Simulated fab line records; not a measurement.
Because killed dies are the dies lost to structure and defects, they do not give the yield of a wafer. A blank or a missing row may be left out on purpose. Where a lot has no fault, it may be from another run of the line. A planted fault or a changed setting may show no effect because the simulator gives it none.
Struck lot and sound lot, side by side :: flow n5 finfet :: 16 steps out of a route of 1938
Sound: the wafers L777.2, L777.4, L777.6. Struck: wafers L785.2, L785.6 (left out: L785.3, a lot-mate that was not struck); the cause follows at the end.
Per side, at each step with rows, come the tool, then ch with its chambers, and then its first start. Under that, the readings that differ: sound wafers :: struck wafers :: difference of the means :: sigmas: that difference in standard deviations of wafers without a fault.
alike: a reading whose means differ by less than 2 such deviations, as well as words and numbers matching on both sides. not compared: withheld readings; readings where some wafer has no value; bounds like >300 that might hide an equal value; numbers whose values overlap and for which the record gives no deviation.
A row with sigmas, a row that says differs or no value, or rows on one side alone: a step with any of these is where the two part. When numbers do not overlap yet have no deviation, they are printed without sigmas and do not part them. A reading that every wafer of one side lacks parts them only if that side has two wafers or more.

first, 6 steps without rows for these wafers: N5_BEOL_M1_COAT_22 (resist thk 30 nm); N5_BEOL_M1_EBR_24; N5_BEOL_M1_SOFTBAKE_23 (time 60 s); N5_BEOL_M1_EXPOSE_25 (exposes mask V0, defocus 5 nm, target cd 24 nm); N5_BEOL_M1_PEB_26 (peb time 60 s); N5_BEOL_M1_DEVELOP_27 (develop time 30 s).
N5_BEOL_M1_CD_MEAS_28: target cd y 23.3 nm.
  sound on cd sem-01 ch 0, day 6 05:44; struck on cd sem-03 ch 0, day 8 05:17
  alike: cd nm
N5_BEOL_M1_OVL_MEAS_29:
  sound on overlay-01 ch 0, day 6 05:46; struck on overlay-01 ch 0, day 8 05:19
  alike: V0_OVL
N5_BEOL_M1_INSPECT_30: inspects for defects (brightfield).
  sound on defect inspect-02, day 6 05:50; struck on defect inspect-01, day 8 05:22
  alike: raw defect count
N5_BEOL_M1_DESCUM_33: chemistry O2, time 7 s.
  sound on rie diel-03 ch 2,3, day 6 05:52; struck on rie diel-04 ch 1,2, day 8 05:35
reading: drypump motor current A (A)
sound: 6.2 6.3 6.3
struck: 4.9 5.1
difference: -1.3
sigmas: -2
  alike: oes product au, rf vpp V, showerhead plenum p Torr, throttle valve pct
  not compared: rf hours counter h
N5_BEOL_M1_ETCH_77: etches underlayer in N2/H2, target depth 6.5 nm, time 5.2 s.
  sound on rie diel-03 ch 2,3, day 6 05:53; struck on rie diel-04 ch 1,2, day 8 05:38
reading: drypump motor current A (A)
sound: 6.1 6.3 6.3
struck: 4.9 5.1
difference: -1.2
sigmas: -2
  alike: bias w, etch rf on time s, oes product au, rf vpp V, showerhead plenum p Torr, throttle valve pct
  not compared: rf hours counter h
N5_BEOL_M1_ETCH_69: etches SiARC in CF4, target depth 15.6 nm, time 26 s.
  sound on rie diel-03 ch 2,3, day 6 05:55; struck on rie diel-04 ch 1,2, day 8 05:39
reading: drypump motor current A (A)
sound: 6.1 6.3 6.3
struck: 4.9 5.1
difference: -1.2
sigmas: -2
  alike: bias w, etch rf on time s, oes product au, rf vpp V, showerhead plenum p Torr, throttle valve pct
  not compared: rf hours counter h
N5_BEOL_M1_ALD_98: deposits SiO2, target thk 2.5 nm, pulse time 1 s, co reactant pulse time 1 s.
  sound on ald sin-01 ch 0,1,2, day 6 06:21; struck on ald sin-02 ch 1, day 8 05:44
reading: ald cycles
sound: 17 17 17
struck: 16 16
difference: -1
sigmas: 

reading: heater power w (W)
sound: 93 87 82
struck: 69 68
difference: -19
sigmas: -3

reading: susceptor temp C (C)
sound: 99.85 100.04 100.13
struck: - -
difference: no value on the struck wafers
sigmas: 
  alike: precursor pulse height rel
N5_BEOL_M1_ETCHBACK_99: etches SiO2 in CHF3, target depth 5 nm, time 10.4 s.
  sound on rie diel-03 ch 0,3, day 6 07:38; struck on rie diel-05 ch 0, day 8 12:38
reading: showerhead plenum p Torr (Torr)
sound: 2.14 2.06 2.06
struck: 2.26 2.26
difference: +0.17
sigmas: +2

reading: throttle valve pct (%)
sound: 17.72 17.31 17.30
struck: 16.92 16.90
difference: -0.53
sigmas: -2
  alike: CHF3_flow_sccm, bias w, drypump motor current A, oes_ar_750_au, oes product au, rf vpp V
  not compared: rf hours counter h
N5_BEOL_M4_RC_MEAS_101:
  sound on prober-01 ch 0, day 7 19:46; struck on prober-01 ch 0, day 10 08:10
  alike: DIBL_N, DIBL_P, IOFF_N, IOFF_P, ION_N, ION_P, SS_N, SS_P, VT_N, VT_P
-- the record jumps here: 4 days lie between the struck wafers' starts before and after (it left off in module BEOL_M4 and takes up again in module PASSIVATION, whose first step shown is number 1936 of the route) --
N5_PASSIVATION_PROBE_49:
  sound on prober-01, day 12 06:50; struck on prober-02, day 14 18:26
reading: defect limited yield (%)
sound: 92.1 92.5 93.0
struck: 89.7 88.7
difference: -3.3
sigmas: -2

reading: killed at front end
sound: 21 30 26
struck: 56 58
difference: +31
sigmas: +3

reading: killed dies
sound: 93 88 83
struck: 122 133
difference: +40
sigmas: +2

reading: sort n pass
sound: 1087 1092 1097
struck: 1058 1047
difference: -40
sigmas: -2

reading: sort yield pct (%)
sound: 92.1 92.5 93.0
struck: 89.7 88.7
difference: -3.3
sigmas: -2
  alike: killed_at_M0_to_M3, killed_at_M4_up, killed at contacts, killed at other, killed open, killed short, sort_bin_5_function, sort_bin_6_memory

WHERE THEY PART
At N5_BEOL_M1_DESCUM_33 first; at N5_PASSIVATION_PROBE_49 last (within this record only).

WHY: the cause the simulator had injected
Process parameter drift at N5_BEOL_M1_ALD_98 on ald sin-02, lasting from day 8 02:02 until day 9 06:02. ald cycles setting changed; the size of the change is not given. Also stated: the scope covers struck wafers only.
